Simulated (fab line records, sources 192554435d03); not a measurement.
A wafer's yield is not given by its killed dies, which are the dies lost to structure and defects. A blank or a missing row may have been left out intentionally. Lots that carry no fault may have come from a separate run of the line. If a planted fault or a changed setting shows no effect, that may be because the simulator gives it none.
8D (eight disciplines) problem report, filled in by code + flow n5 finfet + the parts of the form that need people (team, actions taken, sign-off) are left out

== 1. PROBLEM STATEMENT ==
N5_PASSIVATION_PROBE_49, killed at front end: mean 172 on 3 wafers (1 lot); fault-free wafers 39, standard deviation 10. That puts it +13 standard deviations away from the usual mean.
Seen first at day 17 11:41 on prober-02, wafer L234.1. The record holds 3 wafers of 1 lot with a number at this step. Rule for "out", or "out of limits": more than 4 standard deviations from the usual mean. Any other wafer with a number is counted as sound.

== 2. WHAT IT IS AND WHAT IT IS NOT ==
| question                    | is                     | is not                                                                                                                                         |
|-----------------------------|------------------------|------------------------------------------------------------------------------------------------------------------------------------------------|
| which readings at this step | killed at front end    | killed_at_M0_to_M3, killed_at_M4_up, killed at contacts, killed at other, killed open, sort_bin_4_leakage, sort_bin_6_memory, sort_bin_8_speed |
| which lots                  | L234                   | -                                                                                                                                              |
| which wafers of those lots  | all that have a number | -                                                                                                                                              |
| read on which tools         | prober-02              | -                                                                                                                                              |
| when                        | from day 17 11:41      | up to then (0 sound wafers)                                                                                                                    |

== 3. WHAT RULES OUT EACH SUSPECT ==
Counting: a tool at a process step up to the reading stays a suspect if it ran every lot that is out and no sound lot after the first of them.
- rie diel-02 at N5_HKMG_FIN_ETCH_32 (etches SOC in N2/H2, target depth 240 nm, time 300 s): kept. It ran the lot that is out, L234 (day 8 01:48), and no sound lot after that.
- pvd sputter-03 at N5_BEOL_M15_SPUTTER_43 (material TaN, target thk 15 nm, time 24.19 s): kept. It ran the lot that is out, L234 (day 16 16:41), and no sound lot after that.
- rtp anneal-02 at N5_BEOL_M15_ANNEAL_48 (time 90 s): kept. It ran the lot that is out, L234 (day 16 17:51), and no sound lot after that.
- pvd sputter-01 at N5_MIM_TOP_DEGAS_04 (time 60 s): kept. It ran the lot that is out, L234 (day 16 23:00), and no sound lot after that.
- prober-02 at N5_PASSIVATION_PROBE_49: kept. It ran the lot that is out, L234 (day 17 11:41), and no sound lot after that. Out on those wafers are its own readings of killed at front end.
Left after counting: rie diel-02 at N5_HKMG_FIN_ETCH_32, pvd sputter-03 at N5_BEOL_M15_SPUTTER_43, rtp anneal-02 at N5_BEOL_M15_ANNEAL_48, pvd sputter-01 at N5_MIM_TOP_DEGAS_04, prober-02 at N5_PASSIVATION_PROBE_49.

== 4. THE CAUSE (what the simulator had put in) ==
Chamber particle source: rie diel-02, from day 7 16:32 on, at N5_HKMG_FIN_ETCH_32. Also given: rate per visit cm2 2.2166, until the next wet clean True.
Of the 5 suspects that counting leaves, this tool is one.

== 5. THE EFFECT CHAIN, in route order ==
Each row: a reading whose mean over the struck wafers that have a number lies more than 3 standard deviations from the usual. Scope: only readings with a usual standard deviation given in the record; hours: median across lots of the time from each lot's start at the first step in this table that gives one to its start at this step; sigmas: change in usual standard deviations.
| hours | step                    | reading              | usual  | on struck wafers | change | sigmas |
|-------|-------------------------|----------------------|--------|------------------|--------|--------|
| 0     | N5_PASSIVATION_PROBE_49 | defect limited yield | 91.3 % | 81.8             | -9.5   | -6.8   |
| 0     | N5_PASSIVATION_PROBE_49 | killed at front end  | 39     | 172              | +133   | +13    |
| 0     | N5_PASSIVATION_PROBE_49 | killed dies          | 103    | 215              | +112   | +7.0   |
| 0     | N5_PASSIVATION_PROBE_49 | sort_bin_5_function  | 5.1 %  | 10.3             | +5.2   | +5.6   |
| 0     | N5_PASSIVATION_PROBE_49 | sort n pass          | 1077   | 965              | -112   | -6.6   |
| 0     | N5_PASSIVATION_PROBE_49 | sort yield pct       | 91.2 % | 81.8             | -9.4   | -6.7   |
Its process steps:
- N5_PASSIVATION_PROBE_49

== 6. HOW IT WOULD HAVE BEEN CAUGHT EARLIER ==
In this record no reading fell out of limits until day 17 11:41, 235 hours after the fault had begun at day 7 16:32.
Of the tool readings at N5_HKMG_FIN_ETCH_32 for which the record gives a usual standard deviation, none was out on any struck wafer, so an alarm limit of 4 standard deviations on them would not have fired.
By day 17 11:41 the whole set of lots that are out, 1 in number, had already begun N5_HKMG_FIN_ETCH_32 on rie diel-02. None of them would have been spared by holding the tool at that moment.
